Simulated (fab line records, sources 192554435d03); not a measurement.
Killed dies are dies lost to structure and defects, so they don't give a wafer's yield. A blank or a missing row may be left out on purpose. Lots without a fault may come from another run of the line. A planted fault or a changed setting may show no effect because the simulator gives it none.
Chamber matching | flow n5_finfet | N5_MOL_CONTACT_COAG_CO_FILL_22 on cvd_co-01: 3 sister chambers
The step material Co, precursor CCTBA/H2, target thk 20 nm. 3 wafers are shown with their chamber, then 12 later ones without.

WAFERS WITH THEIR CHAMBER
wafer  | chamber | heater_power_w (W)
L086.2 | 1       | 228
L089.5 | 0       | 221
L089.6 | 2       | 207

WAFERS WITHOUT THEIR CHAMBER
wafer  | heater_power_w (W)
L090.1 | 221
L090.3 | 229
L090.4 | 225
L092.1 | 226
L092.2 | 223
L092.4 | 228
L093.1 | 206
L093.3 | 226
L093.4 | 213
L096.1 | 226
L096.4 | 212
L096.5 | 232

WHICH CHAMBER EACH WENT THROUGH
wafer  | from the rows above     | in truth
L090.1 | 0                       | 0
L090.3 | 1                       | 1
L090.4 | can't be placed: 1 or 0 | 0
L092.1 | can't be placed: 1 or 0 | 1
L092.2 | can't be placed: 0 or 1 | 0
L092.4 | 1                       | 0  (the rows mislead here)
L093.1 | 2                       | 2
L093.3 | can't be placed: 1 or 0 | 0
L093.4 | can't be placed: 2 or 0 | 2
L096.1 | can't be placed: 1 or 0 | 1
L096.4 | can't be placed: 2 or 0 | 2
L096.5 | 1                       | 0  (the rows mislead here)
Placed correctly: 3 of 12. Can't be placed from these rows: 7 (the true chamber is among the candidates in 7). Placed wrongly: 2.
How it was worked out, from the rows above alone: a wafer's distance from a chamber is the root of the sum, over the readings, of the square of ((its reading less the chamber's mean) divided by the reading's scatter). The wafer belongs to the nearest chamber; if the next one is less than 2 further off, it can't be placed. A chamber's mean is the mean of its shown wafers. The scatter: with one shown wafer a chamber, the root of the mean of the squares of how far each hidden wafer lies from its nearest shown one.
